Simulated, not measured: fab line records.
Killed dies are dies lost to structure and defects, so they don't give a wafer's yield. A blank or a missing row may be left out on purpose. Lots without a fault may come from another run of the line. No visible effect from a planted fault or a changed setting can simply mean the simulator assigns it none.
What tool caused it? + flow n5 finfet + Sampling: 9 lots, 25 wafers, 6 of 1938 route steps

== WHAT EACH GAUGE READ, for each wafer ==
N5_BEOL_M1_OVL_MEAS_12.
| lot  | measured     | on         | M1_OVL (nm)    |
|------|--------------|------------|----------------|
| L240 | day 6 10:59  | overlay-02 | -0.7 -0.2      |
| L241 | day 6 11:09  | overlay-02 | -0.2 -0.8 -1.0 |
| L242 | day 6 14:26  | overlay-02 | 0.0 -0.8 -0.7  |
| L250 | day 8 16:26  | overlay-02 | 10.1 12.4 11.8 |
| L251 | day 9 06:34  | overlay-02 | -1.1 -1.6 -1.7 |
| L253 | day 9 12:02  | overlay-02 | -0.4 -0.4 -1.1 |
| L256 | day 10 07:13 | overlay-02 | -0.2 -0.5      |
| L258 | day 10 10:47 | overlay-02 | -1.0 0.5 -0.2  |
| L260 | day 11 04:05 | overlay-02 | -1.0 -0.5 -0.9 |

N5_BEOL_M1_CD_MEAS_18: pitch 36 nm, target cd 18 nm.
| lot  | measured     | on        | cd nm (nm)     |
|------|--------------|-----------|----------------|
| L240 | day 6 11:32  | cd sem-01 | 18.4 17.9      |
| L241 | day 6 11:41  | cd sem-01 | 18.0 17.9 18.4 |
| L242 | day 6 14:58  | cd sem-03 | 17.6 18.1 17.8 |
| L250 | day 8 16:57  | cd sem-01 | 18.7 18.0 18.4 |
| L251 | day 9 07:07  | cd sem-01 | 17.2 18.2 17.5 |
| L253 | day 9 12:40  | cd sem-01 | 18.4 19.1 18.0 |
| L256 | day 10 08:28 | cd sem-02 | 17.7 17.7      |
| L258 | day 10 11:20 | cd sem-02 | 18.0 18.2 18.0 |
| L260 | day 11 04:50 | cd sem-01 | 18.0 18.5 18.2 |

N5_BEOL_M4_RC_MEAS_101.
| lot  | measured     | on        | CJ_P        | DIBL_N (mV/V)  | DIBL_P (mV/V)  | EOT_P             | IGATE_P (nA/um)      | IOFF_N (nA/um) | IOFF_P (nA/um) | IOFF_P_85C (nA/um) | IOFF_P_LIN (nA/um) | IOFF_P_LONG (nA/um)        | ION_N (uA/um) | ION_P (uA/um) | RC_DENSE_P (ohm.um) | RC_P (ohm.um)  | REXT_P (ohm.um)   | RS_SD_P (ohm/sq) | SS_N (mV/dec)  | SS_P (mV/dec)  | VT_N (mV)   | VT_P (mV)      | VT_P_LONG (mV)       | VT_P_LVT (mV)  |
|------|--------------|-----------|-------------|----------------|----------------|-------------------|----------------------|----------------|----------------|--------------------|--------------------|----------------------------|---------------|---------------|---------------------|----------------|-------------------|------------------|----------------|----------------|-------------|----------------|----------------------|----------------|
| L240 | day 8 07:03  | prober-02 | 6.1 5.8     | 38.0 38.1      | 37.1 37.0      | 10.41 10.67       | 0.0040 0.0028        | 0.19 0.19      | 0.23 0.22      | 4.0 3.8            | 0.107 0.103        | 0.000111 0.000106          | 692 686       | 470 465       | 22.7 22.4           | 18.5 18.1      | 102.9 103.5       | 65.1 65.2        | 72.1 71.9      | 73.5 73.8      | 247 249     | -248 -252      | -275.7 -273.4        | -99 -100       |
| L241 | day 8 23:46  | prober-01 | 6.1 6.1 6.1 | 34.7 35.5 35.6 | 37.9 37.3 38.7 | 10.49 10.54 10.52 | 0.0035 0.0028 0.0034 | 0.14 0.15 0.15 | 0.24 0.23 0.26 | 4.1 3.9 4.3        | 0.117 0.112 0.120  | 0.000126 0.000124 0.000126 | 670 667 663   | 471 460 470   | 25.1 23.7 25.0      | 20.4 19.3 20.5 | 100.6 100.1 102.0 | 65.6 65.6 65.6   | 70.7 71.5 71.1 | 73.3 73.1 74.4 | 253 252 251 | -247 -249 -245 | -270.4 -272.3 -269.0 | -96 -97 -95    |
| L242 | day 8 09:48  | prober-01 | 5.8 5.6 5.4 | 36.6 35.3 35.0 | 36.9 34.8 34.3 | 10.58 10.59 10.53 | 0.0029 0.0035 0.0031 | 0.16 0.14 0.13 | 0.21 0.18 0.19 | 3.6 3.2 3.2        | 0.100 0.091 0.092  | 0.00011 0.000106 0.000103  | 677 687 670   | 460 471 463   | 23.5 23.1 24.1      | 19.3 19.0 19.5 | 98.9 98.5 98.9    | 66.3 65.3 64.7   | 71.8 70.9 71.4 | 72.8 72.4 72.1 | 248 249 249 | -249 -251 -249 | -274.9 -274.3 -273.9 | -99 -99 -100   |
| L250 | day 10 10:59 | prober-02 | - - -       | 36.6 39.9 39.2 | - - -          | - - -             | - - -                | 0.15 0.20 0.21 | - - -          | - - -              | - - -              | - - -                      | 679 688 693   | - - -         | - - -               | - - -          | - - -             | - - -            | 71.3 72.2 72.0 | - - -          | 250 248 246 | - - -          | - - -                | - - -          |
| L251 | day 11 05:33 | prober-01 | 5.8 5.8 6.1 | 38.2 35.1 32.3 | 39.7 34.7 31.9 | 10.53 10.55 10.54 | 0.0033 0.0033 0.0033 | 0.21 0.14 0.10 | 0.33 0.23 0.18 | 5.2 3.9 3.2        | 0.144 0.114 0.096  | 0.000122 0.00012 0.000127  | 696 664 664   | 486 467 468   | 24.0 24.0 24.1      | 19.6 19.4 19.6 | 98.5 98.7 97.9    | 65.2 66.0 65.9   | 71.9 71.1 70.6 | 73.6 73.7 70.9 | 245 249 255 | -240 -247 -249 | -272.2 -272.3 -273.0 | -93 -98 -101   |
| L253 | day 11 15:52 | prober-01 | 5.6 5.6 5.6 | 37.1 35.0 36.6 | 38.2 35.3 38.1 | 10.61 10.73 10.48 | 0.0034 0.0028 0.0035 | 0.16 0.13 0.16 | 0.24 0.19 0.23 | 4.0 3.4 4.0        | 0.110 0.094 0.107  | 0.000103 0.000104 0.000104 | 678 661 679   | 467 461 472   | 23.4 24.0 23.4      | 19.2 19.4 19.1 | 98.8 101.2 100.0  | 66.1 65.9 68.0   | 71.9 71.2 71.1 | 73.2 72.9 73.7 | 249 254 251 | -248 -249 -248 | -274.4 -273.6 -273.9 | -96 -98 -97    |
| L256 | day 12 00:33 | prober-01 | 5.9 5.8     | 36.6 33.0      | 37.2 31.7      | 10.41 10.30       | 0.0043 0.0044        | 0.16 0.10      | 0.23 0.16      | 4.0 2.8            | 0.114 0.085        | 0.000124 0.000121          | 677 653       | 472 453       | 24.5 23.9           | 19.8 19.4      | 97.0 98.3         | 65.6 65.5        | 71.4 71.0      | 72.4 71.6      | 249 255     | -246 -251      | -271.6 -270.3        | -98 -103       |
| L258 | day 12 08:16 | prober-01 | 5.5 5.5 5.0 | 37.2 36.1 37.1 | 38.9 38.3 38.6 | 10.48 10.50 10.51 | 0.0036 0.0039 0.0038 | 0.16 0.16 0.17 | 0.20 0.20 0.21 | 3.6 3.6 3.6        | 0.097 0.099 0.099  | 8.9e-05 9.6e-05 8.8e-05    | 670 680 685   | 458 470 465   | 24.4 22.6 22.6      | 19.9 18.6 18.4 | 103.1 100.4 104.2 | 64.7 66.4 65.7   | 71.8 71.5 72.0 | 73.8 73.7 73.9 | 249 249 251 | -255 -251 -250 | -278.6 -277.1 -279.5 | -100 -101 -101 |
| L260 | day 13 09:20 | prober-02 | 6.0 5.3 6.1 | 38.8 36.6 33.3 | 35.0 34.5 30.0 | 10.46 10.30 10.42 | 0.0034 0.0045 0.0039 | 0.19 0.15 0.10 | 0.21 0.21 0.16 | 3.6 3.7 2.8        | 0.100 0.101 0.082  | 0.000114 9.9e-05 0.000113  | 685 670 654   | 461 461 456   | 23.8 23.7 24.7      | 19.6 19.1 20.2 | 103.1 100.9 101.7 | 65.0 64.8 65.2   | 71.5 71.7 70.7 | 73.3 73.6 71.6 | 249 250 254 | -251 -249 -252 | -276.1 -274.0 -274.1 | -98 -98 -100   |

== WHICH TOOL RAN EACH LOT (tool, then ch and the chambers of the sampled wafers, then the start) ==
| lot  | N5_BEOL_M0_SPUTTER_132       | N5_BEOL_M1_PECVD_72            | N5_BEOL_M1_EXPOSE_08              |
|------|------------------------------|--------------------------------|-----------------------------------|
| L240 | pvd sputter-01, day 6 04:26  | pecvd-03 ch 1, day 6 07:28     | euv scanner-02 ch 0, day 6 10:50  |
| L241 | pvd sputter-01, day 6 04:53  | pecvd-03 ch 0,1, day 6 07:53   | euv scanner-01 ch 0, day 6 10:59  |
| L242 | pvd sputter-03, day 6 11:58  | pecvd-02 ch 0,1,2, day 6 13:25 | euv scanner-02 ch 0, day 6 14:17  |
| L250 | pvd sputter-01, day 8 12:41  | pecvd-03 ch 0,1, day 8 14:14   | euv scanner-02 ch 0, day 8 16:16  |
| L251 | pvd sputter-01, day 9 03:16  | pecvd-03 ch 0,1,2, day 9 04:43 | euv scanner-01 ch 0, day 9 06:24  |
| L253 | pvd sputter-02, day 9 07:44  | pecvd-01 ch 0,1,2, day 9 09:47 | euv scanner-01 ch 0, day 9 11:53  |
| L256 | pvd sputter-03, day 9 22:40  | pecvd-03 ch 1,2, day 10 01:05  | euv scanner-01 ch 0, day 10 07:02 |
| L258 | pvd sputter-02, day 10 08:16 | pecvd-01 ch 0,1, day 10 09:44  | euv scanner-01 ch 0, day 10 10:38 |
| L260 | pvd sputter-03, day 11 00:06 | pecvd-02 ch 0,2, day 11 01:34  | euv scanner-01 ch 0, day 11 03:55 |
- N5_BEOL_M0_SPUTTER_132: material Cu, target thk 4 nm, time 7.37 s.
- N5_BEOL_M1_PECVD_72: deposits SiO2 from TEOS/O2, target thk 16 nm, time 18 s.
- N5_BEOL_M1_EXPOSE_08: exposes mask M1.

== WHAT THE TOOLS THEMSELVES READ (means of the sampled wafers that have a number; where no wafer has one, the mark that the record gives instead) ==
N5_BEOL_M0_SPUTTER_132.
| lot  | tool           | chamber pressure pa (Pa) | throttle valve pct (%) |
|------|----------------|--------------------------|------------------------|
| L240 | pvd sputter-01 | 0.07000                  | 30.6                   |
| L241 | pvd sputter-01 | 0.07018                  | 30.1                   |
| L242 | pvd sputter-03 | 0.07004                  | 30.6                   |
| L250 | pvd sputter-01 | 0.06995                  | 30.2                   |
| L251 | pvd sputter-01 | 0.07004                  | 30.5                   |
| L253 | pvd sputter-02 | 0.07001                  | 30.3                   |
| L256 | pvd sputter-03 | 0.07007                  | 30.6                   |
| L258 | pvd sputter-02 | 0.07001                  | 30.9                   |
| L260 | pvd sputter-03 | 0.07012                  | 30.1                   |

N5_BEOL_M1_PECVD_72.
| lot  | tool     | heater power outer w (W) | heater power w (W) | showerhead plenum p Torr (Torr) | throttle valve pct (%) |
|------|----------|--------------------------|--------------------|---------------------------------|------------------------|
| L240 | pecvd-03 | 264                      | 517                | 8.80                            | 20.2                   |
| L241 | pecvd-03 | 314                      | 597                | 8.83                            | 20.9                   |
| L242 | pecvd-02 | 405                      | 707                | 8.72                            | 22.3                   |
| L250 | pecvd-03 | 340                      | 651                | 8.87                            | 21.4                   |
| L251 | pecvd-03 | 379                      | 660                | 8.83                            | 21.2                   |
| L253 | pecvd-01 | 482                      | 761                | 8.72                            | 22.5                   |
| L256 | pecvd-03 | 374                      | 606                | 8.79                            | 20.8                   |
| L258 | pecvd-01 | 389                      | 641                | 8.70                            | 22.5                   |
| L260 | pecvd-02 | 411                      | 742                | 8.73                            | 23.1                   |

== THE ANSWER, worked out from the rows above alone ==
Rule: the lots themselves supply what counts as usual. The widest of any qualifying gaps counts: lots, ordered by their means at a reading, are off when they make up no more than a third of the lots, leave a main group of 4 or more, and stand apart from it by 3 or more times the standard deviation of that group's means. The tables above print the reading to a certain number of digits; a main group whose means all agree to those digits is not used. Also off: a lot with no number at a reading for which 4 or more lots have one. The other lots that the step has rows for count as sound. First the gauges in route order, then the tools' own readings, where a lot's mean is used as printed above. At the first step where some lot is off, the reading lying furthest off is the one used; lots without a number count as furthest.
Off: L250, seen at N5_BEOL_M1_OVL_MEAS_12 (M1_OVL). For the main group the mean is -0.6 nm and the standard deviation 0.36.
A tool fits if, at a process step before that reading, it ran every lot that is off, and no sound lot after the first of them. The gauges at N5_BEOL_M1_OVL_MEAS_12 aren't tried: what is off there is off at N5_BEOL_M4_RC_MEAS_101 too, on other tools, and a gauge's error can't cause that. One fits: N5_BEOL_M1_EXPOSE_08 on euv scanner-02. A fault onset in the window from L242 (day 6 14:17, its last sound lot) to L250 (day 8 16:16, its first lot off) fits.

== WHAT THE SIMULATOR PUT IN ==
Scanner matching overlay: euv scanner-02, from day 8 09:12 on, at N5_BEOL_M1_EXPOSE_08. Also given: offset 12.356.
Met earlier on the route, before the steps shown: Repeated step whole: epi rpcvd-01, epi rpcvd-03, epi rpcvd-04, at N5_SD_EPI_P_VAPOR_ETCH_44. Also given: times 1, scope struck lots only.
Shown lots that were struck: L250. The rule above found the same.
